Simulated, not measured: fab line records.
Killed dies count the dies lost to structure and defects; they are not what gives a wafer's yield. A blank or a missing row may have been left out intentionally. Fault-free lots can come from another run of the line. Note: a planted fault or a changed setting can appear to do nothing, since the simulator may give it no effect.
Chamber matching :: flow n5Finfet :: rieDiel-05 running N5_BEOL_M11_STRIP_19: 4 sister chambers
The step strips in O2. 14 wafers are shown with their chamber, then 7 later ones without.

## WAFERS, EACH WITH ITS CHAMBER
wafer: L401.1
chamber: 0
throttleValvePct (%): 16.91
oesProductAu (a.u.): 0.70
rfVppV (V): 5.0

wafer: L401.3
chamber: 2
throttleValvePct (%): 17.03
oesProductAu (a.u.): 0.70
rfVppV (V): 3.3

wafer: L401.6
chamber: 1
throttleValvePct (%): 16.70
oesProductAu (a.u.): 0.85
rfVppV (V): 4.1

wafer: L402.1
chamber: 3
throttleValvePct (%): 16.55
oesProductAu (a.u.): 0.72
rfVppV (V): 4.3

wafer: L402.3
chamber: 1
throttleValvePct (%): 16.70
oesProductAu (a.u.): 0.85
rfVppV (V): 3.9

wafer: L402.5
chamber: 1
throttleValvePct (%): 16.70
oesProductAu (a.u.): 0.84
rfVppV (V): 3.4

wafer: L408.2
chamber: 1
throttleValvePct (%): 16.75
oesProductAu (a.u.): 0.83
rfVppV (V): 3.2

wafer: L408.3
chamber: 3
throttleValvePct (%): 16.57
oesProductAu (a.u.): 0.72
rfVppV (V): 3.5

wafer: L408.6
chamber: 3
throttleValvePct (%): 16.58
oesProductAu (a.u.): 0.71
rfVppV (V): 4.2

wafer: L417.2
chamber: 1
throttleValvePct (%): 16.78
oesProductAu (a.u.): 0.81
rfVppV (V): 3.1

wafer: L417.5
chamber: 3
throttleValvePct (%): 16.63
oesProductAu (a.u.): 0.70
rfVppV (V): 3.7

wafer: L417.6
chamber: 0
throttleValvePct (%): 16.47
oesProductAu (a.u.): 0.95
rfVppV (V): 4.4

wafer: L414.2
chamber: 1
throttleValvePct (%): 16.77
oesProductAu (a.u.): 0.81
rfVppV (V): 2.9

wafer: L414.3
chamber: 0
throttleValvePct (%): 16.47
oesProductAu (a.u.): 0.94
rfVppV (V): 3.5

SIGNATURES (averages over the wafers above)
reading: throttleValvePct
chamber 0: 16.6167
chamber 1: 16.7333
chamber 2: 17.0300
chamber 3: 16.5825
scatter within a chamber: 0.118

reading: oesProductAu
chamber 0: 0.8633
chamber 1: 0.8317
chamber 2: 0.7000
chamber 3: 0.7125
scatter within a chamber: 0.0648

reading: rfVppV
chamber 0: 4.300
chamber 1: 3.433
chamber 2: 3.300
chamber 3: 3.925
scatter within a chamber: 0.52
Rule: for a wafer and a chamber, the distance is found by dividing, reading by reading, the gap between the wafer's reading and the chamber's mean by the reading's scatter, squaring, summing and taking the root. The wafer belongs to the nearest chamber; if the next one is less than 2 further off, it can't be placed. The scatter: take each reading less its chamber's mean, square it, sum over the shown wafers, divide by the number of wafers less the number of chambers, and take the root.

## WAFERS MISSING THEIR CHAMBER
wafer: L414.4
throttleValvePct (%): 16.45
oesProductAu (a.u.): 0.94
rfVppV (V): 3.9

wafer: L419.1
throttleValvePct (%): 16.61
oesProductAu (a.u.): 0.68
rfVppV (V): 2.9

wafer: L419.2
throttleValvePct (%): 16.45
oesProductAu (a.u.): 0.91
rfVppV (V): 4.4

wafer: L419.3
throttleValvePct (%): 16.76
oesProductAu (a.u.): 0.80
rfVppV (V): 3.6

wafer: L420.1
throttleValvePct (%): 16.79
oesProductAu (a.u.): 0.80
rfVppV (V): 4.2

wafer: L420.4
throttleValvePct (%): 16.81
oesProductAu (a.u.): 0.80
rfVppV (V): 4.9

wafer: L420.5
throttleValvePct (%): 16.61
oesProductAu (a.u.): 0.69
rfVppV (V): 4.6

## EACH ONE'S CHAMBER
wafer: L414.4
from the rows above: can't be placed: 0 or 1 or 3
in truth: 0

wafer: L419.1
from the rows above: can't be placed: 3 or 1 or 2 or 0
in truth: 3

wafer: L419.2
from the rows above: can't be placed: 0 or 1 or 3
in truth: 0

wafer: L419.3
from the rows above: can't be placed: 1 or 0 or 3
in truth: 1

wafer: L420.1
from the rows above: can't be placed: 1 or 0 or 3 or 2
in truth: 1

wafer: L420.4
from the rows above: can't be placed: 0 or 1 or 3 or 2
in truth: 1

wafer: L420.5
from the rows above: can't be placed: 3 or 0 or 1
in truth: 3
Correct placement for 0 of the 7. Cannot be placed on the basis of these rows: 7; the candidates contain the true chamber in 7. Number placed wrongly: 0.
